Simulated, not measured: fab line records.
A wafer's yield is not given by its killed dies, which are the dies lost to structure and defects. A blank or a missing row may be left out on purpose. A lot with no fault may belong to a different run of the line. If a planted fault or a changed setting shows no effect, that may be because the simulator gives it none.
Lot-split experiment ; flow n5 finfet ; 21 wafers read across 7 lots, on a route 1938 steps long

== THE SPLIT ==
At N5_SDB_EXPOSE_08 (exposes mask SDB), the setting dose mj was moved away from the recipe's 49.6 on 6 of the 21 wafers read, by -5.4% to -2.6%. This setting was run at the recipe's value on the other wafers.

== FROM THE SPLIT TO THE READING: what the file shows between them, 2 steps ==
- N5_SDB_PEB_09: peb time 60 s
- N5_SDB_DEVELOP_10: develop time 30 s

== THE READING ==
cd nm at N5_SDB_CD_MEAS_11, given in nm (cd target 50 nm). Typical for fault-free wafers on this fab line: 50.8 nm, with standard deviation 0.88 nm.

wafer;tool, chamber at the split;dose mj as run;against the recipe;cd nm, nm;against lot-mates on the recipe
L075.1;arfi scanner-02, 0;49.6;recipe;52.4;-
L075.5;arfi scanner-02, 0;46.9;-5.4%;45.2;-6.8
L075.6;arfi scanner-02, 0;49.6;recipe;51.5;-
L076.1;arfi scanner-03, 0;48.29;-2.6%;48.9;-2.7
L076.3;arfi scanner-03, 0;49.6;recipe;51.6;-
L076.6;arfi scanner-03, 0;48.29;-2.6%;47.8;-3.8
L078.4;arfi scanner-01, 0;49.6;recipe;51.1;-
L078.5;arfi scanner-01, 0;49.6;recipe;50.5;-
L078.6;arfi scanner-01, 0;47.17;-4.9%;46.0;-4.8
L081.2;arfi scanner-01, 0;49.6;recipe;50.9;-
L081.4;arfi scanner-01, 0;49.6;recipe;51.2;-
L081.5;arfi scanner-01, 0;49.6;recipe;51.4;-
L085.1;arfi scanner-03, 0;49.6;recipe;50.7;-
L085.3;arfi scanner-03, 0;48.06;-3.1%;48.1;-2.4
L085.5;arfi scanner-03, 0;49.6;recipe;50.3;-
L090.1;arfi scanner-01, 0;49.6;recipe;51.0;-
L090.4;arfi scanner-01, 0;49.6;recipe;50.0;-
L090.5;arfi scanner-01, 0;49.6;recipe;50.6;-
L095.1;arfi scanner-02, 0;48.12;-3.0%;47.3;-3.0
L095.2;arfi scanner-02, 0;49.6;recipe;50.6;-
L095.3;arfi scanner-02, 0;49.6;recipe;50.0;-

FIT RESULTS
A straight line over all 21 wafers: cd nm changes by +1.03 nm for each +1% of dose mj; r = +0.95; the points scatter about the line by 0.61 nm.
The same after taking each lot's own level away (the mean of its wafers on the recipe; 21 wafers): +1.09 nm for each +1%; r = +0.97; scatter 0.48 nm.
According to that fit, moving dose mj by its largest amount changes the reading by 5.9 nm.
The span of the lots' own levels, 50.30 to 51.95 nm, comes to 1.9 times the standard deviation stated above.
So the lot-to-lot level changes the slope little: the two slopes agree.
Check: with one of the wafers moved furthest among these (-5.4%) left out of the fit, the line predicts -5.49 nm for it against its lot-mates. Against them it came out at -6.75 nm.

== FURTHER SPLITS ON THESE WAFERS ==
These wafers also went through other splits before the reading. Each is held against what the fit with the lots' levels taken away leaves over:
other split on the same wafers;wafers away from the commonest value;r with cd nm (lot level and that fit taken away)
N5_WELL_APT_COAT_19 spin rpm;7;-0.41
N5_WELL_APT_EXPOSE_22 dose mj;11;-0.10
N5_PMOS_HMC_CHANNEL_EPI_COAT_31 spin rpm;7;+0.03
N5_PMOS_HMC_CHANNEL_EPI_PEB_07 peb temp c;8;+0.21
N5_SD_EPI_P_EPI_21 time s;8;-0.03

== THE FILE'S OWN FIT ==
cd nm changes by +1.08 nm for each +1% of dose mj, r = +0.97.
